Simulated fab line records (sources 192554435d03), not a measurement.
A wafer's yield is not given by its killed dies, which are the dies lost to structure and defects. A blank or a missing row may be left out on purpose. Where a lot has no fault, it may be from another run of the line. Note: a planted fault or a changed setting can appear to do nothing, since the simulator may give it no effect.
Matching of chambers -- flow n5_finfet -- N5_BEOL_M9_STRIP_67 on rie_diel-06 has 4 sister chambers
The step strips in CF4. 8 wafers are shown with their chamber, then 10 later ones without.

== WAFERS, EACH WITH ITS CHAMBER ==
wafer,chamber,showerhead_plenum_p_Torr (Torr),drypump_motor_current_A (A)
L077.1,1,1.78,6.5
L077.5,1,1.78,6.5
L084.5,2,1.85,5.6
L093.2,0,1.72,5.1
L093.3,2,1.84,5.7
L093.5,3,1.85,5.6
L095.1,3,1.84,5.6
L095.3,0,1.72,5.1

== WAFERS WITHOUT THEIR CHAMBER ==
wafer,showerhead_plenum_p_Torr (Torr),drypump_motor_current_A (A)
L095.5,1.84,5.6
L094.1,1.84,5.7
L094.2,1.72,5.2
L094.3,1.84,5.6
L092.4,1.84,5.6
L092.5,1.84,5.6
L092.6,1.72,5.2
L096.1,1.84,5.6
L096.5,1.72,5.1
L096.6,1.77,6.5

== WHICH CHAMBER EACH ONE RAN IN ==
wafer,from the rows above,in truth
L095.5,can't be placed: 3 or 2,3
L094.1,can't be placed: 2 or 3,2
L094.2,0,0
L094.3,can't be placed: 3 or 2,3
L092.4,can't be placed: 3 or 2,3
L092.5,can't be placed: 3 or 2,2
L092.6,0,0
L096.1,can't be placed: 3 or 2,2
L096.5,0,0
L096.6,1,1
Correct placement for 4 of the 10. These rows do not allow placing 6 (true chamber among the candidates in 6). 0 placed wrongly.
How it was worked out, from the rows above alone: a wafer's distance from a chamber is the root of the sum, over the readings, of the square of ((its reading less the chamber's mean) divided by the reading's scatter). If the next closest chamber is less than 2 further off than the closest, the wafer can't be placed; otherwise it belongs to the closest. Each chamber's mean is taken over the wafers shown for it. The scatter: take each reading less its chamber's mean, square it, sum over the shown wafers, divide by the number of wafers less the number of chambers, and take the root.
